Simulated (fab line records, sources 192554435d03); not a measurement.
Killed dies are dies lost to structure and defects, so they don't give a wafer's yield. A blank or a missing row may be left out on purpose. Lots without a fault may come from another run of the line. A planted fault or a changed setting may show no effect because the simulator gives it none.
fab line records | flow n5_finfet
record lots=7 wafers=18 last_day=17
route steps=1938 shown BEOL_M4@1055 PASSIVATION@1936
lots that met no fault: from a run of the same line without faults
start_h: hours from the record's first day to the start of the lot's first wafer shown | wait_h: hours since the lot's step before | " the same as in the row above | L1.1+2: a row that stands for several wafers | - no value, or no start given | * or withheld: withheld | < > ~ a bound
route shown NAME@n: a module of which the file shows steps, and the number in the route of the first | usual: mean/standard deviation of fault-free wafers | same: alike in all rows | chamber/n: place in a boat | sites: the reading at each site | _std_site: their standard deviation | _edge_site: outer sites' mean less inner sites' | radius_mm: how far each site lies from the wafer's centre | mask NAME#n: copy n | behind: the tool/chamber that last shaped the wafer | hold: why the lot was held/for how many hours/how that ended | device: the transistor (n, p or np) that didn't switch | end of line: the same wafers' tests at the end of the route | a step without rows: its recipe alone | killed: dies lost to structure and defects at the first sort, not the wafer's yield | map: a wafer's dies, x killed, . not, _ none there
set.NAME: the setting as run; set.NAME@STEP: as run at that earlier step | model.NAME: the simulator's own value behind a step, which no gauge read
lots at some steps of the route; a table a step, a row a wafer
services: from which hour (start_h, from the record's first day; less than 0 if before it) a tool's chamber was out of use, for how many hours, and why
## steps
# step N5_BEOL_M4_DEVELOP_27
# recipe develop_time_s=30 developer=TMAH resist=CAR-EUV rinse_liquid=surfactant_rinse dry=air_spin dev_temp_c=23
# step N5_BEOL_M4_CD_MEAS_28
# recipe target_cd_nm=26.2 landing_energy_ev=500 detector=se_inlens target_cd_y_nm=24.1 polarity=opening
# usual cd_nm=26.14/0.26
# same landing_energy_ev=500
# columns lot.wafer tool chamber start_h wait_h cd_nm
L955.3 cd_sem-03 0 181.86 - 25.49
L955.5 " 0 " " 25.74
L955.6 " 0 " " 25.58
L956.1 cd_sem-01 0 185.27 - 25.94
L956.4 " 0 " " 26.40
L956.6 " 0 " " 26.19
L962.2 cd_sem-02 0 220.45 - 25.99
L962.3 " 0 " " 26.55
L965.2 cd_sem-02 0 243.13 - 26.25
L965.5 " 0 " " 26.19
L966.2 cd_sem-03 0 249.45 - 26.21
L966.3 " 0 " " 26.82
L971.3 cd_sem-03 0 274.66 - 26.49
L971.4 " 0 " " 26.12
L971.5 " 0 " " 26.26
L972.2 cd_sem-02 0 281.01 - 25.93
L972.3 " 0 " " 26.20
L972.6 " 0 " " 25.98
# step N5_BEOL_M4_OVL_MEAS_29
# recipe points_per_wafer=522
# usual V3_OVL=-0.1/0.62
# columns lot.wafer tool chamber start_h wait_h V3_OVL[nm]
L955.3 overlay-02 0 181.90 0.0 -0.3
L955.5 " 0 " " -0.1
L955.6 " 0 " " -0.2
L956.1 overlay-01 0 185.30 0.0 -0.8
L956.4 " 0 " " 0.5
L956.6 " 0 " " -0.6
L962.2 overlay-01 0 220.49 0.0 0.2
L962.3 " 0 " " -0.4
L965.2 overlay-02 0 243.16 0.0 1.2
L965.5 " 0 " " 0.8
L966.2 overlay-01 0 249.49 0.0 -0.7
L966.3 " 0 " " 0.5
L971.3 overlay-02 0 274.70 0.0 -0.1
L971.4 " 0 " " 0.1
L971.5 " 0 " " -0.5
L972.2 overlay-01 0 281.05 0.0 0.2
L972.3 " 0 " " 0.5
L972.6 " 0 " " 0.4
# step N5_BEOL_M4_INSPECT_30
# recipe mode=adi inspect_instrument=brightfield
# usual raw_defect_count=385/91
# columns lot.wafer tool chamber start_h wait_h raw_defect_count
L955.3 defect_inspect-02 - 181.94 0.0 364
L955.5 " - " " 317
L955.6 " - " " 280
L956.1 defect_inspect-02 - 185.36 0.1 366
L956.4 " - " " 424
L956.6 " - " " 353
L962.2 defect_inspect-01 - 220.54 0.0 468
L962.3 " - " " 390
L965.2 defect_inspect-02 - 243.22 0.0 473
L965.5 " - " " 597
L966.2 defect_inspect-01 - 249.54 0.0 496
L966.3 " - " " 437
L971.3 defect_inspect-02 - 274.74 0.0 333
L971.4 " - " " 335
L971.5 " - " " 504
L972.2 defect_inspect-02 - 281.10 0.0 234
L972.3 " - " " 281
L972.6 " - " " 292
# step N5_BEOL_M4_DESCUM_33
# recipe chemistry=O2 time_s=7 source_power_w=50 bias_power_w=20 pressure_mtorr=20 rf_frequency_hz=2.712e+07 temp_c=40 resist=CAR-EUV o2_flow_sccm=225
# usual drypump_motor_current_A=5.6/0.52 o2_flow_sccm=224.9/0.66 oes_product_au=0.82/0.047 rf_vpp_V=243.6/1.6 showerhead_plenum_p_Torr=2.12/0.087 throttle_valve_pct=20.39/0.18
# columns lot.wafer tool chamber start_h wait_h drypump_motor_current_A o2_flow_sccm oes_product_au rf_hours_counter_h rf_vpp_V showerhead_plenum_p_Torr throttle_valve_pct
L955.3 rie_diel-06 0 182.00 0.1 5.3 224.8 0.88 21 244.3 2.25 20.53
L955.5 " 2 " " 5.5 225.9 0.88 - 245.1 2.22 20.48
L955.6 " 3 " " 5.2 224.0 0.87 - 247.3 2.20 20.31
L956.1 rie_diel-06 1 185.39 0.0 6.6 225.0 0.80 111 240.3 2.01 20.48
L956.4 " 2 " " 5.4 224.6 0.88 36 245.2 2.22 20.48
L956.6 " 1 " " 6.7 225.3 0.79 - 242.5 2.01 20.49
L962.2 rie_diel-02 1 220.58 0.0 5.6 225.7 0.82 78 243.7 2.12 20.23
L962.3 " 0 " " 5.8 224.2 0.83 58 243.2 2.11 20.04
L965.2 rie_diel-01 3 243.25 0.0 5.7 224.3 0.81 63 242.0 2.03 20.43
L965.5 " 1 " " 5.3 225.2 0.68 - 244.0 2.06 20.56
L966.2 rie_diel-02 1 249.57 0.0 5.5 224.5 0.80 88 245.2 2.12 20.26
L966.3 " 2 " " 5.8 225.6 0.78 106 244.6 2.22 20.51
L971.3 rie_diel-06 2 275.26 0.5 5.5 224.7 0.85 69 245.5 2.21 20.55
L971.4 " 3 " " 5.2 225.2 0.83 84 243.6 2.19 20.36
L971.5 " 1 " " 6.7 225.5 0.77 - 242.6 2.00 20.50
L972.2 rie_diel-06 1 281.13 0.0 6.7 225.8 0.77 144 241.7 2.00 20.52
L972.3 " 0 " " 5.3 224.8 0.84 54 244.4 2.23 20.57
L972.6 " 3 " " 5.1 225.8 0.82 - 244.3 2.18 20.36
# step N5_BEOL_M4_ETCH_77
# recipe chemistry=N2/H2 target=underlayer target_depth_a=65 mask_material=CAR-EUV time_s=5.2 ion_energy_ev=200 pressure_mtorr=30 source_w=840 bias_w=150 n2_flow_sccm=200 h2_flow_sccm=200 ends=cleared
# usual drypump_motor_current_A=5.6/0.53 etch_rf_on_time_s=5.19/0.085 n2_flow_sccm=200.0/0.55 oes_product_au=0.70/0.041 rf_vpp_V=524.9/3 showerhead_plenum_p_Torr=2.58/0.1 throttle_valve_pct=17.78/0.16
# columns lot.wafer tool chamber start_h wait_h drypump_motor_current_A etch_rf_on_time_s n2_flow_sccm oes_product_au rf_hours_counter_h rf_vpp_V showerhead_plenum_p_Torr throttle_valve_pct
L955.3 rie_diel-06 0 182.03 0.0 5.3 5.21 200.2 0.75 21 526.1 2.71 17.77
L955.5 " 2 " " 5.4 5.17 199.4 0.76 - 526.4 2.70 17.87
L955.6 " 3 " " 5.2 5.12 200.1 0.74 - 528.4 2.67 17.62
L956.1 rie_diel-06 1 185.43 0.0 6.7 5.39 200.5 0.67 111 519.8 2.46 17.98
L956.4 " 2 " " 5.5 5.18 199.4 0.75 36 529.1 2.70 17.88
L956.6 " 1 " " 6.7 5.35 200.1 0.67 - 519.4 2.46 18.00
L962.2 rie_diel-02 1 220.61 0.0 5.6 5.21 200.0 0.69 78 524.0 2.57 17.55
L962.3 " 0 " " 5.8 5.24 201.3 0.70 58 527.1 2.60 17.61
L965.2 rie_diel-01 3 243.29 0.0 5.8 5.33 199.4 0.69 63 520.7 2.47 17.80
L965.5 " 1 " " 5.3 5.36 200.1 0.57 - 524.1 2.51 18.08
L966.2 rie_diel-02 1 249.61 0.0 5.6 5.16 199.7 0.68 88 526.0 2.57 17.56
L966.3 " 2 " " 5.8 5.18 200.1 0.67 106 526.5 2.68 17.80
L971.3 rie_diel-06 2 275.29 0.0 5.5 5.10 199.8 0.72 69 529.1 2.69 17.93
L971.4 " 3 " " 5.1 5.16 200.5 0.70 84 526.9 2.65 17.67
L971.5 " 1 " " 6.6 5.31 200.5 0.65 - 521.8 2.45 18.06
L972.2 rie_diel-06 1 281.17 0.0 6.7 5.32 200.3 0.64 144 519.1 2.45 18.04
L972.3 " 0 " " 5.3 5.17 200.4 0.71 54 527.9 2.70 17.81
L972.6 " 3 " " 5.1 5.14 198.8 0.70 - 528.0 2.65 17.66
# step N5_BEOL_M4_ETCH_69
# recipe chemistry=CF4 target=SiARC target_depth_a=156 mask_material=CAR-EUV time_s=26 ion_energy_ev=80 pressure_mtorr=40 source_w=545 bias_w=36 Ar_flow_sccm=100 cf4_flow_sccm=100 ends=cleared
# usual drypump_motor_current_A=5.5/0.52 etch_rf_on_time_s=25.8/0.38 oes_product_au=0.70/0.04 rf_vpp_V=184.4/1.4 showerhead_plenum_p_Torr=2.17/0.075 throttle_valve_pct=15.55/0.16
# columns lot.wafer tool chamber start_h wait_h drypump_motor_current_A etch_rf_on_time_s oes_product_au rf_hours_counter_h rf_vpp_V showerhead_plenum_p_Torr throttle_valve_pct
L955.3 rie_diel-06 0 182.05 0.0 5.3 25.8 0.76 21 186.1 2.26 15.46
L955.5 " 2 " " 5.4 25.2 0.77 - 185.7 2.26 15.58
L955.6 " 3 " " 5.1 25.4 0.74 - 186.9 2.25 15.45
L956.1 rie_diel-06 1 185.45 0.0 6.6 26.1 0.68 111 182.5 2.06 15.65
L956.4 " 2 " " 5.4 25.6 0.76 36 186.5 2.26 15.56
L956.6 " 1 " " 6.7 26.5 0.68 - 183.3 2.06 15.65
L962.2 rie_diel-02 1 220.63 0.0 5.6 25.6 0.70 78 183.8 2.17 15.40
L962.3 " 0 " " 5.8 26.1 0.71 58 184.9 2.18 15.32
L965.2 rie_diel-01 3 243.30 0.0 5.7 26.1 0.71 63 181.5 2.08 15.60
L965.5 " 1 " " 5.3 26.4 0.58 - 184.2 2.12 15.87
L966.2 rie_diel-02 1 249.62 0.0 5.6 25.7 0.70 88 184.0 2.17 15.41
L966.3 " 2 " " 5.7 26.0 0.66 106 185.8 2.23 15.45
L971.3 rie_diel-06 2 275.31 0.0 5.4 25.4 0.72 69 186.5 2.25 15.63
L971.4 " 3 " " 5.2 25.7 0.70 84 184.9 2.24 15.52
L971.5 " 1 " " 6.6 26.5 0.65 - 181.8 2.05 15.72
L972.2 rie_diel-06 1 281.19 0.0 6.6 26.4 0.65 144 182.3 2.05 15.73
L972.3 " 0 " " 5.3 26.4 0.71 54 187.1 2.25 15.52
L972.6 " 3 " " 5.1 25.7 0.70 - 185.4 2.23 15.53
# step N5_BEOL_M4_ALD_98
# recipe material=SiO2 target_thk_a=25 temp_c=100 ald_precursor_family=BDEAS ald_co_reactant=O2-plasma pulse_time_s=1 co_reactant_pulse_time_s=1 purge_time_s=2 co_reactant_purge_time_s=2 ald_cycles=17 pressure_torr=2
# step N5_BEOL_M4_ETCHBACK_99
# recipe chemistry=CHF3 target=SiO2 target_depth_a=50 time_s=10.4 source_w=215 bias_w=47 Ar_flow_sccm=200 CHF3_flow_sccm=12 ion_energy_ev=100 pressure_mtorr=30
# usual drypump_motor_current_A=5.7/0.49 oes_f_703_au=0.82/0.071 oes_product_au=0.81/0.074 rf_vpp_V=239.9/2.3 showerhead_plenum_p_Torr=2.14/0.08 throttle_valve_pct=17.03/0.17
# columns lot.wafer tool chamber start_h wait_h drypump_motor_current_A oes_f_703_au oes_product_au rf_hours_counter_h rf_vpp_V showerhead_plenum_p_Torr throttle_valve_pct
L955.3 rie_diel-02 3 188.47 6.3 4.8 0.82 0.81 77 239.6 2.08 17.10
L955.5 " 0 " " 5.8 0.86 0.85 - 237.3 2.20 16.79
L955.6 " 3 " " 4.8 0.81 0.82 - 239.7 2.07 17.10
L956.1 rie_diel-01 1 188.92 3.3 5.3 0.70 0.68 223 240.9 2.12 17.21
L956.4 " 2 " " 6.4 0.95 0.95 3 237.7 2.11 16.82
L956.6 " 0 " " 6.1 0.74 0.71 - 237.3 2.04 17.34
L962.2 rie_diel-02 0 221.98 1.2 5.8 0.85 0.83 58 239.2 2.20 16.83
L962.3 " 2 " " 5.7 0.81 0.79 97 236.5 2.26 16.92
L965.2 rie_diel-02 2 244.48 1.0 5.8 0.81 0.78 104 236.0 2.25 16.94
L965.5 " 0 " " 5.8 0.83 0.83 - 236.6 2.19 16.84
L966.2 rie_diel-02 1 250.92 1.0 5.6 0.83 0.80 88 240.7 2.16 16.78
L966.3 " 3 " " 4.8 0.79 0.78 102 237.9 2.07 17.15
L971.3 rie_diel-01 0 275.74 0.2 6.1 0.99 0.97 2 243.5 2.30 16.93
L971.4 " 3 " " 5.7 0.80 0.79 - 241.3 2.08 17.09
L971.5 " 2 " " 6.4 0.86 0.86 - 238.5 2.09 16.88
L972.2 rie_diel-01 0 296.63 14.5 6.1 0.95 0.95 8 240.4 2.30 16.94
L972.3 " 1 " " 5.3 1.00 0.99 2 240.0 2.11 16.85
L972.6 " 1 " " 5.3 1.00 0.99 - 240.2 2.11 16.85
# step N5_BEOL_M4_ETCH_70
# recipe chemistry=N2/H2 target=SOC target_depth_a=800 overetch_a=240 mask_material=SiARC temp_c=40 time_s=130 ion_energy_ev=200 pressure_mtorr=30 source_w=840 bias_w=150 n2_flow_sccm=200 h2_flow_sccm=200
# usual drypump_motor_current_A=5.7/0.49 n2_flow_sccm=199.9/0.62 oes_product_au=0.60/0.052 rf_vpp_V=523.6/2.6 showerhead_plenum_p_Torr=2.54/0.096 throttle_valve_pct=17.76/0.18
# columns lot.wafer tool chamber start_h wait_h drypump_motor_current_A n2_flow_sccm oes_product_au rf_hours_counter_h rf_vpp_V showerhead_plenum_p_Torr throttle_valve_pct
L955.3 rie_diel-02 3 188.51 0.0 4.7 199.6 0.60 77 521.3 2.46 17.77
L955.5 " 0 " " 5.9 199.9 0.62 - 525.0 2.61 17.55
L955.6 " 3 " " 4.8 199.2 0.60 - 521.9 2.46 17.76
L956.1 rie_diel-01 1 188.96 0.0 5.3 199.6 0.51 223 523.1 2.52 18.00
L956.4 " 2 " " 6.4 199.9 0.69 3 522.6 2.49 17.47
L956.6 " 0 " " 6.1 200.1 0.53 - 521.1 2.41 18.05
L962.2 rie_diel-02 0 222.02 0.0 5.8 200.3 0.61 58 524.7 2.60 17.58
L962.3 " 2 " " 5.8 200.3 0.58 97 527.2 2.69 17.75
L965.2 rie_diel-02 2 244.51 0.0 5.8 200.2 0.58 104 526.1 2.68 17.77
L965.5 " 0 " " 5.8 200.3 0.61 - 526.3 2.60 17.58
L966.2 rie_diel-02 1 250.95 0.0 5.6 199.6 0.59 88 525.4 2.57 17.51
L966.3 " 3 " " 4.7 201.2 0.59 102 520.5 2.45 17.80
L971.3 rie_diel-01 0 275.78 0.0 6.1 199.5 0.71 2 529.5 2.72 17.62
L971.4 " 3 " " 5.7 201.0 0.59 - 521.5 2.46 17.79
L971.5 " 2 " " 6.4 199.6 0.63 - 522.1 2.48 17.53
L972.2 rie_diel-01 0 296.66 0.0 6.1 199.4 0.68 8 528.1 2.71 17.65
L972.3 " 1 " " 5.3 200.4 0.73 2 521.9 2.51 17.68
L972.6 " 1 " " 5.3 200.0 0.73 - 522.8 2.51 17.67
# step N5_BEOL_M4_STRIP_71
# recipe chemistry=N2/H2 temp_c=40 n2_flow_sccm=200 h2_flow_sccm=200 rf_frequency_hz=6e+07
# step N5_BEOL_M4_STRIP_78
# recipe chemistry=N2/H2 temp_c=40 n2_flow_sccm=200 h2_flow_sccm=200 rf_frequency_hz=6e+07
# step N5_BEOL_M4_VIA_ETCH_34
# recipe chemistry=C4F6/O2 target_depth_a=694 mask_material=SOC pressure_mtorr=15 ion_energy_ev=250 taper_deg=4 time_s=65.9 source_w=350 bias_w=170 Ar_flow_sccm=300 C4F6_flow_sccm=10 O2_flow_sccm=10
# usual C4F6_flow_sccm=10.001/0.026 drypump_motor_current_A=5.7/0.49 oes_f_703_au=0.82/0.07 oes_product_au=0.81/0.075 rf_vpp_V=663/5.7 showerhead_plenum_p_Torr=2.83/0.1 throttle_valve_pct=30.65/0.16
# columns lot.wafer tool chamber start_h wait_h C4F6_flow_sccm drypump_motor_current_A oes_f_703_au oes_product_au rf_hours_counter_h rf_vpp_V showerhead_plenum_p_Torr throttle_valve_pct model.etch.depth_nm model.SOC_of_BEOL_M4_COAT_67.thk_nm
L955.3 rie_diel-02 3 188.61 0.0 9.989 4.7 0.81 0.82 77 666 2.74 30.64 68.43 51.4
L955.5 " 0 " " 10.016 5.8 0.86 0.85 - 659 2.90 30.53 69.96 51.6
L955.6 " 3 " " 9.991 4.7 0.81 0.82 - 665 2.74 30.63 68.73 51.6
L956.1 rie_diel-01 1 189.06 0.0 10.036 5.3 0.71 0.69 223 664 2.81 30.68 68.43 52
L956.4 " 2 " " 9.984 6.4 0.95 0.96 3 659 2.78 30.47 69.9 52
L956.6 " 0 " " 10.033 6.1 0.73 0.71 - 658 2.70 30.99 69.39 52
L962.2 rie_diel-02 0 222.13 0.0 10.016 5.8 0.84 0.61 58 660 2.90 30.48 38.65 55.6
L962.3 " 2 " " 10.040 5.7 0.82 0.79 97 653 2.97 30.61 69.19 51.8
L965.2 rie_diel-02 2 244.62 0.0 10.011 5.7 0.82 0.57 104 655 2.97 30.60 38.37 55.4
L965.5 " 0 " " 9.965 5.8 0.83 0.82 - 659 2.89 30.54 69.02 52
L966.2 rie_diel-02 1 251.06 0.0 9.965 5.6 0.83 0.58 89 661 2.85 30.34 38.97 55.6
L966.3 " 3 " " 9.984 4.7 0.79 0.78 102 663 2.73 30.65 68.26 52
L971.3 rie_diel-01 0 275.89 0.0 10.002 6.1 0.99 0.97 2 667 3.03 30.74 70.88 52
L971.4 " 3 " " 9.983 5.7 0.81 0.80 - 666 2.75 30.61 68.52 52.2
L971.5 " 2 " " 10.001 6.4 0.86 0.87 - 658 2.77 30.51 69.74 52
L972.2 rie_diel-01 0 296.77 0.0 9.962 6.1 0.97 0.96 8 666 3.03 30.76 72.03 51.6
L972.3 " 1 " " 10.024 5.3 0.99 0.99 2 665 2.79 30.69 70.65 51.6
L972.6 " 1 " " 9.999 5.3 0.99 1.00 - 663 2.79 30.66 70.24 51.8
# step N5_BEOL_M4_STRIP_83
# recipe chemistry=C4F6/O2 resist=SiARC rf_frequency_hz=6e+07
# step N5_BEOL_M4_RC_MEAS_101
# usual DIBL_N=36.1/1.5 DIBL_P=36.1/1.9 IOFF_N=0.159/0.029 IOFF_P=0.21/0.038 ION_N=675/11 ION_P=464/8.1 SS_N=71.5/0.57 SS_P=73.3/0.64 VT_N=249/3.1 VT_P=-250/3.8
# columns lot.wafer tool chamber start_h wait_h DIBL_N[mV/V] DIBL_P[mV/V] IOFF_N[nA/um] IOFF_P[nA/um] ION_N[uA/um] ION_P[uA/um] SS_N[mV/dec] SS_P[mV/dec] VT_N[mV] VT_P[mV]
L955.3 prober-02 0 193.20 0.4 33.5 33.5 0.125 0.17 664 457 71.5 72.7 251 -256
L955.5 " 0 " " 35.7 34.8 0.148 0.19 676 462 71.3 73.4 252 -253
L955.6 " 0 " " 32.4 32.2 0.111 0.16 666 458 70.1 72.4 253 -253
L956.1 prober-01 0 194.50 0.0 34.2 33.8 0.128 0.17 677 464 70.9 72.9 250 -252
L956.4 " 0 " " 33.7 32.9 0.117 0.17 657 451 71.3 72.1 254 -253
L956.6 " 0 " " 34.5 35.0 0.151 0.21 686 471 71.1 73.0 251 -249
L962.2 prober-01 0 226.87 0.2 34.6 32.6 0.141 0.20 673 465 71.4 72.2 248 -249
L962.3 " 0 " " 38.9 38.2 0.232 0.31 695 477 72.1 74.8 242 -240
L965.2 prober-02 0 249.27 0.5 38.1 37.4 0.207 0.22 685 458 71.4 73.5 244 -252
L965.5 " 0 " " 36.2 35.5 0.175 0.20 692 470 70.5 73.2 247 -252
L966.2 prober-01 0 255.17 0.2 34.8 34.1 0.151 0.19 678 463 70.5 73.4 251 -252
L966.3 " 0 " " 37.9 37.3 0.196 0.24 688 465 71.3 73.2 249 -250
L971.3 prober-01 0 281.61 0.3 36.0 36.2 0.162 0.25 686 475 71.7 72.9 249 -242
L971.4 " 0 " " 34.5 34.2 0.131 0.21 674 467 71.0 71.9 248 -245
L971.5 " 0 " " 35.5 35.1 0.150 0.23 684 477 72.2 73.2 251 -246
L972.2 prober-02 0 300.79 0.2 36.5 37.5 0.160 0.21 679 460 71.0 74.1 250 -253
L972.3 " 0 " " 36.1 37.1 0.158 0.20 669 453 71.5 73.8 250 -253
L972.6 " 0 " " 34.9 36.2 0.147 0.19 671 456 71.0 73.5 249 -254
# step N5_PASSIVATION_PROBE_49
# usual defect_limited_yield=91.5/1.6 killed_at_M0_to_M3=33/10 killed_at_M4_up=13/5.6 killed_at_contacts=13/6 killed_at_front_end=39/12 killed_at_other=3.0/2.8 killed_dies=101/19 killed_open=65/13 killed_short=32/8.3 sort_bin_5_function=5.0/1 sort_bin_6_memory=3.1/0.69 sort_n_pass=1079/19 sort_yield_pct=91.5/1.6
# same gross_dies=1180 killed_at_back_side=0 sort_bin_4_leakage[%]=0 sort_bin_8_speed[%]=0
# columns lot.wafer tool chamber start_h wait_h defect_limited_yield[%] killed_at_M0_to_M3 killed_at_M4_up killed_at_contacts killed_at_front_end killed_at_other killed_dies killed_open killed_short sort_bin_5_function[%] sort_bin_6_memory[%] sort_n_pass sort_yield_pct[%]
L962.2 prober-02 - 338.43 0.1 91.0 33 17 4 51 1 106 52 38 3.9 3.9 1074 91.0
L965.2 prober-01 - 355.50 0.1 92.4 16 14 15 42 3 90 56 29 4.7 2.7 1090 92.4
# killed by level:class
L962.2 HKMG_FIN:area_etch=11 FIN_SAQP:geometric_particle:short=9 FIN_SAQP:geometric_particle:open=7 BEOL_M0_SAQP:geometric_particle:open=7 BEOL_M0_SAQP:geometric_particle:short=7 BEOL_M1:geometric_particle:open=7 STI_FIN_REVEAL:geometric_particle:open=6 BEOL_M2:geometric_particle:open=6
L965.2 MOL_CONTACT_COAG:geometric_particle:open=11 FIN_SAQP:geometric_particle:open=10 GATE_CUT:geometric_particle:short=6 FIN_SAQP:geometric_particle:short=5 BEOL_M4:geometric_particle:open=5 GATE_CUT:geometric_particle:open=4 MOL_CONTACT_COAG:geometric_particle:short=4 BEOL_M3:geometric_particle:open=4
## services
# columns tool chamber start_h hours kind
rie_diel-06 3 219.51 1.4 repair
rie_diel-01 0 239.19 - clean
rie_diel-01 0 239.19 - consumable_replace:focus_ring
rie_diel-01 0 239.19 - consumable_replace:showerhead
rie_diel-01 0 239.19 32.1 scheduled_down
rie_diel-01 0 239.19 32.1 vent_cycle
rie_diel-02 1 259.35 18.6 repair
rie_diel-01 1 271.35 - clean
rie_diel-01 1 271.35 - consumable_replace:focus_ring
rie_diel-01 1 271.35 14.4 scheduled_down
rie_diel-01 1 271.35 14.4 vent_cycle
## key
first_sign step=N5_BEOL_M4_VIA_ETCH_34 reading=oes_product_au direction=down sigmas=3 usual=0.81 struck=0.59
effect none on later readings
model_effect step=N5_BEOL_M4_VIA_ETCH_34 value=etch.depth_nm without=69.05 struck=38.66
met_at N5_BEOL_M4_VIA_ETCH_34
struck_wafers L962.2,L965.2,L966.2
baseline_loss step=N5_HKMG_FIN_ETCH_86 wafers=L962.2
onset_between 188.61 222.13
fault kind=process_parameter_drift tool=rie_diel-02 chamber=- onset_h=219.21 steps=N5_BEOL_M4_VIA_ETCH_34 channel=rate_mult offset=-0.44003 shape=step end_h=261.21 scope=struck_wafers_only
# baseline_loss: these wafers lose ten dies or more at that step, a loss of the line's own and not of a fault; the sort's usual values leave them out
